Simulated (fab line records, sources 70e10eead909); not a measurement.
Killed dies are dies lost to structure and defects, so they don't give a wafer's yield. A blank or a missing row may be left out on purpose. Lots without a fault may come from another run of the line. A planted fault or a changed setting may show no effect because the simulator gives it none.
Chamber matching | flow nand_harc | NHARC_A_BLC_ALD_23 on ald_metal-04: 4 sister chambers
The step deposits TiN, target thk 3 nm, pulse time 1 s, ald cycles 150. 4 wafers are shown with their chamber, then 10 later ones without.

WAFERS WITH THEIR CHAMBER
wafer  | chamber | heater_power_w (W)
L077.4 | 2       | 1309
L079.1 | 3       | 1126
L082.2 | 1       | 998
L082.3 | 0       | 885

WAFERS WITHOUT THEIR CHAMBER
wafer  | heater_power_w (W)
L082.5 | 994
L087.1 | 1005
L087.4 | 1171
L087.5 | 1160
L092.2 | 1022
L092.5 | 1285
L092.6 | 997
L095.1 | 1189
L095.2 | 1279
L095.4 | 1006

WHICH CHAMBER EACH WENT THROUGH
wafer  | from the rows above     | in truth
L082.5 | 1                       | 1
L087.1 | 1                       | 1
L087.4 | 3                       | 3
L087.5 | 3                       | 3
L092.2 | 1                       | 1
L092.5 | 2                       | 2
L092.6 | 1                       | 1
L095.1 | can't be placed: 3 or 2 | 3
L095.2 | 2                       | 2
L095.4 | 1                       | 1
Placed correctly: 9 of 10. Can't be placed from these rows: 1 (the true chamber is among the candidates in 1). Placed wrongly: 0.
How it was worked out, from the rows above alone: a wafer's distance from a chamber is the root of the sum, over the readings, of the square of ((its reading less the chamber's mean) divided by the reading's scatter). The wafer belongs to the nearest chamber; if the next one is less than 2 further off, it can't be placed. A chamber's mean is the mean of its shown wafers. The scatter: with one shown wafer a chamber, the root of the mean of the squares of how far each hidden wafer lies from its nearest shown one.
